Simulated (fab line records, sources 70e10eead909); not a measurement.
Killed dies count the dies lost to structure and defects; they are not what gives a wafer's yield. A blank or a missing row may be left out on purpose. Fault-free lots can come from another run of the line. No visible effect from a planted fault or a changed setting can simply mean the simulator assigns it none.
Struck lot and sound lot, side by side / flow nandHarc / 17 out of 1159 route steps
Sound: the wafers L956.2, L956.4, L956.5. Struck: wafers L964.1, L964.4, L964.5. At the end, the cause is stated.
At each step with rows: each side's tool, then ch and its chambers, then its first start. Under that, the readings that differ: sound wafers / struck wafers / difference of the means / sigmas: that difference in standard deviations of wafers without a fault.
alike: words and numbers the same on both sides, and readings whose means are apart by under 2 such deviations; not compared: readings that were withheld, readings missing a value for some wafer, numbers with overlapping values and no deviation given by the record, and bounds like >300 which may hide the same value.
Wherever a step has rows on one side only, a row that says differs or no value, or a row with sigmas, the two part there. When numbers do not overlap yet have no deviation, they are printed without sigmas and do not part them. A reading missing from all wafers of one side parts the sides only when that side holds two or more wafers.

NHARC_P_M2_INSPECT_11:
  sound on defectInspect-01, day 6 22:38; struck on defectInspect-01, day 9 10:46
  alike: rawDefectCount
NHARC_P_M2_DESCUM_14: chemistry O2, time 3 s.
  sound on rieDiel-03 ch 0,1,3, day 6 22:42; struck on rieDiel-03 ch 1,2,3, day 9 10:50
  alike: drypumpMotorCurrentA, oesProductAu, rfVppV, showerheadPlenumPTorr, throttleValvePct
  not compared: rfHoursCounterH
then, 1 step without rows for these wafers: NHARC_P_M2_ETCH_35 (etches the open film in N2/H2, target depth 40 nm, overetch 12 nm, time 43.94 s).
NHARC_P_M2_ETCH_15: etches the open film in C4F8/Ar, target depth 182.5 nm, time 91.2 s.
  sound: rieDiel-03 ch 1,2; struck: rieDiel-03 ch 0,2,3
  alike: oesProductAu, rfVppV
  not compared: rfHoursCounterH
NHARC_P_M2_CD_MEAS_16:
  sound on cdSem-03, day 6 23:01; struck on cdSem-03, day 9 11:08
reading=cdNm (nm); sound=168.6 169.2 168.8; struck=169.7 170.6 171.0; difference=+1.6; sigmas=+2
then, 1 step without rows for these wafers: NHARC_P_M2_STRIP_18 (strips in N2/H2).
NHARC_P_M2_ETCH_28: etches the open film in CF4/N2, target depth 30 nm, time 72.99 s.
  sound: rieDiel-04 ch 2,3; struck: rieDiel-03 ch 1,2,3
  alike: drypumpMotorCurrentA, oesProductAu, rfVppV, showerheadPlenumPTorr, throttleValvePct
  not compared: rfHoursCounterH
then, 2 steps without rows for these wafers: NHARC_P_M2_STRIP_19 (strips in post etch residue remover, time 600 s); NHARC_P_M2_DEGAS_29 (time 60 s).
NHARC_P_M2_PRE_CLEAN_30: time 30 s.
  sound on pvdSputter-02; struck on pvdSputter-02
  alike: heaterPowerW
then, 1 step without rows for these wafers: NHARC_P_M2_PVD_20 (deposits TaN, target thk 5 nm, time 8.06 s).
NHARC_P_M2_PVD_21: deposits Cu, target thk 30 nm, time 20.49 s.
  sound on pvdSputter-02; struck on pvdSputter-02
  alike: throttleValvePct
NHARC_P_M2_ECD_22: material Cu, target thk 400 nm.
  sound on ecdCu-02 ch 0,1, day 7 00:10; struck on ecdCu-01 ch 0, day 9 13:20
then, 1 step without rows for these wafers: NHARC_P_M2_ANNEAL_31 (time 90 s).
NHARC_P_M2_CMP_23: polishes, t overpolish 20 s, target thk 144.3 nm.
  sound on cmp-04 ch 0,1,2, day 7 00:52; struck on cmp-01 ch 1,2,3, day 9 14:23
reading=timeToEndpointS (s); sound=27.4 29.7 29.6; struck=58.8 58.0 57.8; difference=+29.3; sigmas=+12
  alike: motorCurrentA
NHARC_P_M2_THK_MEAS_24: measures by xrf.
  sound on filmMetro-02, day 7 01:10; struck on filmMetro-02, day 9 14:41
  alike: thkNm
-- jump in the record: it breaks off in module P_M2 and resumes in module END (first step shown: number 1159 of the route), and 13 days separate the struck wafers' starts before and after --
NHARC_END_SORT_01:
  at this point the record logs the struck wafers (prober-01 ch 0, day 22 04:35) and has no rows for the sound ones

WHERE THEY PART
At NHARC_P_M2_CD_MEAS_16 first; at NHARC_END_SORT_01 last (within this record only).

WHY: what the simulator had put in
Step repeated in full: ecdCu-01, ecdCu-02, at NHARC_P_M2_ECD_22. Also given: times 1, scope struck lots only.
